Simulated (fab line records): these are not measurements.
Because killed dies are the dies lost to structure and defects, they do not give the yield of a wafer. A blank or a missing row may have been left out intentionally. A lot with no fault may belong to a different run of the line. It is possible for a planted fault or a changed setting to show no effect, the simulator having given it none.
fab line records	flow nand-harc
[record] lots = 12	wafers = 36	last-day = 32
route steps=1302 shown P_GATE@138 END@1302
lots that met no fault: from a run of the same line without faults
start-h: start of the lot's first displayed wafer, in hours after the record's first day	wait-h: hours from the lot's prior step to this one	" unchanged from the row above	L1.1+2: several wafers, shown together as one row	- no value, or no start was given	* or withheld: withheld	< > ~ a bound
route shown NAME@n: names a module that has steps shown in the file, with the first one's number in the route	usual: mean/standard deviation taken from wafers without a fault	same: alike in all rows	chamber/n: place in a boat	sites: each site's reading	_std_site: standard deviation across them	_edge_site: mean of outer sites minus mean of inner sites	radius-mm: how far each site lies from the wafer's centre	mask NAME#n: copy n	behind: tool/chamber where the wafer was last shaped	hold: what put the lot on hold/how long, in hours/how the hold closed	device: transistor that didn't switch, given as n, p or np	end of line: tests of these same wafers at the route's end	step lacking rows: just its recipe	killed: at the first sort, the dies lost to defects and structure; wafer yield is something else	map: the dies of a wafer, with x for killed, . for not killed, _ for no die there
set.NAME: the setting the step ran with; set.NAME@STEP: the setting that earlier step ran with	model.NAME: the simulator's own value behind a step, which no gauge read
one table for each step of the route and one row for each wafer, over a sample of lots
services: the hour from which a tool's chamber was out of use, counted from the record's first day as start-h (under 0 if before that day), plus the number of hours and why
[[steps]]
[step NHARC_P_GATE_EXPOSE_23]
[recipe] na = 1.35	target-cd-nm = 120	dose-mj = 93.91	mask-id = P_GATE
[usual] exposure-dose-mJ-cm2 = 93.92/0.089
[same] na = 1.35
lot.wafer	tool	chamber	start-h	wait-h	mask	exposure-dose-mJ-cm2
L540.3	arfi-scanner-01	0	97.08	-	P_GATE#0	93.86
L540.4	"	0	"	"	P_GATE#0	93.84
L540.6	"	0	"	"	P_GATE#0	93.80
L541.1	arfi-scanner-01	0	102.92	-	P_GATE#0	93.90
L541.2	"	0	"	"	P_GATE#0	93.85
L541.4	"	0	"	"	P_GATE#0	93.69
L543.1	arfi-scanner-02	0	132.64	-	P_GATE#0	93.92
L543.5	"	0	"	"	P_GATE#0	93.91
L543.6	"	0	"	"	P_GATE#0	93.85
L546.3	arfi-scanner-01	0	156.30	-	P_GATE#0	95.56
L546.5	"	0	"	"	P_GATE#0	95.49
L546.6	"	0	"	"	P_GATE#0	95.58
L550.1	arfi-scanner-01	0	202.84	-	P_GATE#0	95.54
L550.2	"	0	"	"	P_GATE#0	95.56
L550.4	"	0	"	"	P_GATE#0	95.64
L553.2	arfi-scanner-03	0	231.28	-	P_GATE#0	93.80
L553.3	"	0	"	"	P_GATE#0	94.04
L553.6	"	0	"	"	P_GATE#0	93.98
L554.2	arfi-scanner-02	0	240.91	-	P_GATE#0	93.76
L554.4	"	0	"	"	P_GATE#0	93.85
L554.5	"	0	"	"	P_GATE#0	93.75
L555.3	arfi-scanner-03	0	246.26	-	P_GATE#0	93.88
L555.4	"	0	"	"	P_GATE#0	93.88
L555.5	"	0	"	"	P_GATE#0	93.87
L557.2	arfi-scanner-02	0	267.75	-	P_GATE#0	94.09
L557.4	"	0	"	"	P_GATE#0	93.94
L557.6	"	0	"	"	P_GATE#0	93.90
L556.1	arfi-scanner-03	0	268.39	-	P_GATE#0	93.80
L556.5	"	0	"	"	P_GATE#0	93.88
L556.6	"	0	"	"	P_GATE#0	93.91
L558.2	arfi-scanner-03	0	282.21	-	P_GATE#0	93.86
L558.3	"	0	"	"	P_GATE#0	93.94
L558.5	"	0	"	"	P_GATE#0	93.91
L560.2	arfi-scanner-02	0	299.21	-	P_GATE#0	93.89
L560.5	"	0	"	"	P_GATE#0	93.94
L560.6	"	0	"	"	P_GATE#0	93.95
[step NHARC_P_GATE_ETCH_114]
[recipe] target-depth-a = 300	overetch-a = 30	time-s = 16.5	ion-energy-ev = 100	cf4-flow-sccm = 80	o2-flow-sccm = 20	ar-flow-sccm = 0	rf-w = 300	bias-w = 100	chemistry = CF4/O2
[usual] drypump-motor-current-A = 5.8/0.36	oes-product-au = 1.000/0.0087	rf-vpp-V = 198.0/1.2	showerhead-plenum-p-Torr = 1.34/0.048	throttle-valve-pct = 13.399/0.01
lot.wafer	tool	chamber	start-h	wait-h	drypump-motor-current-A	oes-product-au	rf-hours-counter-h	rf-vpp-V	showerhead-plenum-p-Torr	throttle-valve-pct
L540.3	rie-diel-10	0	-	-	6.2	0.990	1.7	197.6	1.32	13.423
L540.4	"	1	"	"	5.8	1.000	1.8	196.6	1.26	13.414
L540.6	"	3	"	"	5.7	1.012	-	199.7	1.37	13.393
L541.2	rie-diel-01	0	-	-	6.0	0.988	3.8	197.4	1.35	13.391
L541.4	"	1	"	"	6.2	0.984	3.9	197.6	1.29	13.384
L541.1	"	3	"	"	5.9	0.998	4.2	197.0	1.32	13.415
L543.1	rie-diel-04	3	-	-	6.1	1.013	5.7	199.9	1.44	13.388
L543.6	"	0	"	"	5.4	0.996	-	198.8	1.40	13.398
L543.5	"	1	"	"	5.6	1.016	-	198.6	1.34	13.404
L546.3	rie-diel-01	3	-	-	5.9	1.004	7.8	197.3	1.32	13.396
L546.5	"	2	"	"	5.5	0.992	-	197.3	1.32	13.389
L546.6	"	3	"	"	5.9	0.998	-	198.1	1.32	13.397
L550.1	rie-diel-10	0	-	-	6.2	0.994	7.2	197.2	1.32	13.387
L550.4	"	2	"	"	5.3	1.007	9.3	198.5	1.34	13.402
L550.2	"	3	"	"	5.6	1.015	5.7	199.0	1.37	13.407
L553.2	rie-diel-01	3	-	-	5.9	1.007	0.4	198.9	1.32	13.384
L553.3	"	1	"	"	6.2	0.993	0.4	196.4	1.29	13.398
L553.6	"	2	"	"	5.6	1.002	-	198.6	1.32	13.402
L554.2	rie-diel-10	0	-	-	6.2	0.981	10.1	195.7	1.32	13.406
L554.4	"	2	"	"	5.3	0.999	12.3	199.0	1.34	13.401
L554.5	"	1	"	"	5.8	0.987	-	195.9	1.26	13.388
L555.4	rie-diel-04	1	-	-	5.7	0.990	3.9	197.1	1.34	13.380
L555.3	"	2	"	"	5.0	1.004	3.5	198.8	1.40	13.400
L555.5	"	0	"	"	5.4	0.999	-	199.3	1.40	13.407
L557.2	rie-diel-01	0	-	-	6.1	0.998	1.9	196.6	1.35	13.400
L557.4	"	1	"	"	6.2	0.997	2.3	197.8	1.29	13.411
L557.6	"	2	"	"	5.5	1.006	-	197.9	1.32	13.412
L556.1	rie-diel-01	1	-	-	6.3	1.000	2.3	196.8	1.29	13.398
L556.6	"	0	"	"	6.0	0.989	-	197.5	1.35	13.414
L556.5	"	1	"	"	6.2	1.003	-	196.5	1.29	13.373
L558.2	rie-diel-10	0	-	-	6.2	1.008	1.3	196.6	1.32	13.408
L558.3	"	1	"	"	5.8	1.005	1.3	195.3	1.26	13.409
L558.5	"	0	"	"	6.3	1.006	-	197.3	1.32	13.392
L560.2	rie-diel-10	1	-	-	5.8	1.007	2.1	196.0	1.26	13.408
L560.6	"	0	"	"	6.2	1.005	-	197.8	1.32	13.399
L560.5	"	3	"	"	5.6	1.000	-	198.3	1.37	13.400
[step NHARC_P_GATE_ETCH_32]
[recipe] target-depth-a = 1500	over-etch-frac = 1	over-etch-ion-energy-ev = 40	time-s = 100.1	hbr-flow-sccm = 150	cl2-flow-sccm = 50	rf-w = 400	icp-w = 400	bias-w = 100	chemistry = HBr/Cl2
[usual] drypump-motor-current-A = 5.6/0.46	oes-product-au = 1.003/0.012	throttle-valve-pct = 26.405/0.0089
lot.wafer	tool	chamber	start-h	wait-h	drypump-motor-current-A	oes-product-au	rf-hours-counter-h	throttle-valve-pct
L540.3	rie-si-03	0	97.92	-	4.9	1.013	0.08	26.403
L540.4	"	3	"	"	6.4	1.007	0.10	26.402
L540.6	"	0	"	"	4.9	1.000	-	26.398
L541.2	rie-si-04	2	103.72	-	5.7	0.989	0.68	26.404
L541.4	"	3	"	"	5.9	0.992	0.63	26.407
L541.1	"	0	"	"	5.7	0.985	0.61	26.401
L543.1	rie-si-04	0	133.45	-	5.8	1.006	0.84	26.402
L543.6	"	3	"	"	5.9	0.992	-	26.407
L543.5	"	1	"	"	5.4	1.005	-	26.391
L546.3	rie-si-03	1	157.11	-	5.1	0.998	0.36	26.419
L546.5	"	3	"	"	6.4	1.009	-	26.388
L546.6	"	0	"	"	4.9	1.007	-	26.398
L550.2	rie-si-03	2	203.65	-	5.6	1.021	0.68	26.396
L550.1	"	3	"	"	6.4	1.000	0.85	26.389
L550.4	"	0	"	"	4.9	1.007	0.87	26.398
L553.2	rie-si-03	2	232.08	-	5.6	1.013	0.04	26.387
L553.3	"	3	"	"	6.4	0.990	0.02	26.410
L553.6	"	2	"	"	5.6	1.021	-	26.408
L554.4	rie-si-05	3	241.70	-	5.8	1.006	0.62	26.392
L554.2	"	2	"	"	6.0	1.000	0.51	26.404
L554.5	"	0	"	"	5.2	1.003	-	26.398
L555.4	rie-si-03	1	247.04	-	5.1	1.007	0.15	26.408
L555.3	"	3	"	"	6.4	0.989	0.12	26.401
L555.5	"	2	"	"	5.6	1.002	-	26.398
L557.4	rie-si-05	0	268.55	-	5.2	0.987	0.84	26.423
L557.2	"	1	"	"	6.5	1.009	0.69	26.406
L557.6	"	0	"	"	5.2	0.980	-	26.404
L556.1	rie-si-03	0	269.19	-	4.9	1.010	0.24	26.404
L556.6	"	3	"	"	6.4	0.996	-	26.410
L556.5	"	0	"	"	4.9	1.009	-	26.414
L558.2	rie-si-03	1	282.99	-	5.2	1.013	0.41	26.417
L558.3	"	3	"	"	6.4	1.008	0.36	26.407
L558.5	"	2	"	"	5.6	1.023	-	26.394
L560.2	rie-si-03	0	300.06	-	4.9	0.997	0.43	26.403
L560.5	"	0	"	"	4.9	0.994	-	26.405
L560.6	"	1	"	"	5.2	1.001	-	26.404
[step NHARC_P_GATE_STRIP_108]
[recipe] o2-flow-sccm = 500	ar-flow-sccm = 0	bias-w = 0	chemistry = O2
[usual] drypump-motor-current-A = 5.8/0.38	oes-product-au = 1.000/0.0083	rf-vpp-V = 57.8/0.8	showerhead-plenum-p-Torr = 3.57/0.12	throttle-valve-pct = 17.036/0.0081
lot.wafer	tool	chamber	start-h	wait-h	drypump-motor-current-A	oes-product-au	rf-hours-counter-h	rf-vpp-V	showerhead-plenum-p-Torr	throttle-valve-pct
L540.4	rie-diel-01	3	98.08	-	5.9	0.989	4.1	57.5	3.48	17.041
L540.3	"	0	"	"	6.0	0.997	3.7	58.9	3.57	17.027
L540.6	"	0	"	"	6.0	1.005	-	58.3	3.57	17.033
L541.1	rie-diel-04	2	103.87	-	5.0	0.996	4.5	59.1	3.69	17.028
L541.4	"	3	"	"	6.1	1.017	4.6	59.4	3.78	17.037
L541.2	"	1	"	"	5.7	1.015	5.1	57.6	3.54	17.028
L543.1	rie-diel-10	2	133.67	-	5.3	1.020	3.5	58.0	3.55	17.018
L543.6	"	3	"	"	5.7	1.016	-	58.3	3.61	17.032
L543.5	"	0	"	"	6.3	0.986	-	58.0	3.49	17.032
L546.3	rie-diel-04	3	157.29	-	6.1	1.008	6.5	58.2	3.78	17.030
L546.6	"	0	"	"	5.4	1.004	-	57.0	3.70	17.031
L546.5	"	1	"	"	5.7	1.021	-	57.5	3.54	17.035
L550.2	rie-diel-01	2	203.80	-	5.6	0.997	9.2	58.0	3.49	17.044
L550.4	"	3	"	"	5.9	1.010	10.1	57.8	3.48	17.027
L550.1	"	1	"	"	6.3	0.998	8.5	56.5	3.41	17.049
L553.3	rie-diel-04	2	232.26	-	5.0	1.005	3.2	58.5	3.69	17.040
L553.2	"	3	"	"	6.1	1.007	2.5	58.8	3.78	17.056
L553.6	"	0	"	"	5.4	0.994	-	58.9	3.69	17.042
L554.4	rie-diel-04	1	241.86	-	5.7	0.989	3.8	58.8	3.53	17.039
L554.2	"	3	"	"	6.1	1.009	2.7	59.0	3.78	17.034
L554.5	"	2	"	"	5.0	1.003	-	57.5	3.69	17.039
L555.3	rie-diel-04	1	247.23	-	5.7	0.996	3.9	57.8	3.53	17.040
L555.4	"	2	"	"	5.0	1.014	3.5	57.0	3.69	17.031
L555.5	"	0	"	"	5.4	0.996	-	57.5	3.69	17.027
L557.2	rie-diel-04	0	268.73	-	5.4	0.995	4.0	58.3	3.69	17.046
L557.4	"	1	"	"	5.7	0.998	4.7	58.2	3.53	17.031
L557.6	"	3	"	"	6.1	1.000	-	59.5	3.78	17.027
L556.1	rie-diel-10	3	269.35	-	5.7	0.998	0.2	58.1	3.61	17.032
L556.6	"	2	"	"	5.3	0.985	-	58.7	3.54	17.034
L556.5	"	3	"	"	5.7	0.997	-	58.0	3.61	17.035
L558.2	rie-diel-04	1	283.17	-	5.7	0.998	5.5	57.7	3.53	17.034
L558.3	"	2	"	"	5.0	0.990	5.0	59.4	3.69	17.034
L558.5	"	0	"	"	5.4	0.988	-	58.9	3.69	17.030
L560.2	rie-diel-04	2	300.26	-	5.0	0.994	6.3	57.8	3.69	17.042
L560.5	"	3	"	"	6.1	1.001	-	58.0	3.78	17.029
L560.6	"	0	"	"	5.4	1.005	-	57.6	3.69	17.033
[step NHARC_END_SORT_01]
[recipe] temp-c = 25
[usual] killed-at-array = 49/18	killed-at-other = 0.7/1.1	killed-at-periphery = 4.0/2.6	killed-dies = 54/19	killed-open = 3.4/1.7	killed-short = 2.5/1.7
[same] gross-dies = 677
lot.wafer	tool	chamber	start-h	wait-h	killed-at-array	killed-at-other	killed-at-periphery	killed-dies	killed-open	killed-short
L550.1	prober-02	0	658.71	2.5	32	0	1	33	1	3
L550.2	prober-02	0	659.48	2.8	36	3	2	41	3	2
L550.4	prober-02	0	661.03	3.3	24	2	2	28	6	4
// killed by level:class
L550.1 A_CHANNEL_HOLE_D1:chamber-film-flake=14 A_CONTACT:chamber-film-flake=4 A_ZERO_WELL:chamber-film-flake=3 A_CHANNEL_HOLE_D2:unspecified=2 A_SGD_CUT:chamber-film-flake=2 A_M0:chamber-film-flake=2 A_CHANNEL_FILL_D1:geometric-particle:short=1 A_ONON_D2:geometric-particle:open=1
L550.2 A_CHANNEL_HOLE_D1:chamber-film-flake=13 A_CONTACT:chamber-film-flake=6 A_ZERO_WELL:chamber-film-flake=5 A_CHANNEL_HOLE_D2:unspecified=4 A_STAIRCASE:chamber-film-flake=3 STARTING-WAFER:geometric-particle:open=2 A_M0:chamber-film-flake=2 A_CHANNEL_FILL_D2:geometric-particle:short=1
L550.4 A_CHANNEL_HOLE_D1:chamber-film-flake=8 A_STAIRCASE:chamber-film-flake=4 A_DECK1_JOINT:geometric-particle:short=3 A_CHANNEL_HOLE_D2:unspecified=2 A_CONTACT:chamber-film-flake=2 P_M0:geometric-particle:open=1 P_M1:geometric-particle:open=1 A_DECK1_JOINT:geometric-particle:open=1
[[services]]
tool	chamber	start-h	hours	kind
arfi-scanner-03	-	74.81	0.5	repair
arfi-scanner-01	-	80.00	4.0	pm
rie-diel-04	3	84.31	2.4	repair
rie-diel-10	2	89.69	7.9	repair
rie-diel-01	2	107.22	8.6	repair
rie-si-03	3	121.98	7.5	repair
arfi-scanner-02	-	141.12	4.0	pm
rie-si-03	0	144.21	1.9	repair
rie-diel-10	0	151.10	4.5	repair
rie-diel-10	3	153.82	14.9	repair
arfi-scanner-03	-	160.03	1.4	repair
rie-diel-10	1	168.31	2.1	repair
arfi-scanner-02	-	177.04	1.6	repair
rie-diel-04	-	177.95	9.0	pm
arfi-scanner-01	-	180.43	5.7	repair
arfi-scanner-02	-	183.37	0.6	repair
arfi-scanner-03	-	196.00	4.0	pm
rie-diel-01	-	203.89	9.0	pm
arfi-scanner-03	-	215.06	14.4	repair
rie-si-03	-	221.00	9.0	pm
rie-diel-10	-	242.50	9.0	pm
rie-diel-10	3	269.82	7.9	repair
rie-diel-01	0	283.85	4.8	repair
rie-diel-10	2	296.37	4.9	repair
[[key]]
[first-sign] step = NHARC_P_GATE_EXPOSE_23	reading = exposure-dose-mJ-cm2	direction = up	sigmas = 19	usual = 93.92	struck = 95.57
effect none on later readings
met-at NHARC_P_GATE_EXPOSE_23
struck-lots L546,L550
tester-left-out L546,L550
not-acting-at NHARC_P_GATE_ETCH_114,NHARC_P_GATE_ETCH_32,NHARC_P_GATE_STRIP_108
onset-between 102.92 156.30
[fault] kind = process-parameter-drift	tool = arfi-scanner-01	chamber = -	onset-h = 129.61	steps = NHARC_P_GATE_EXPOSE_23	channel = dose-mj	offset = 1.6055	shape = step	acts-in = these-recipes-only	stated = 93.91
// tester-left-out: of these lots the tester's yield and bins aren't shown, on N5 and GAA mostly nor the transistor test; their killed dies are dies lost to structure and defects alone, not to doping, threshold or leakage, so they don't give the yield
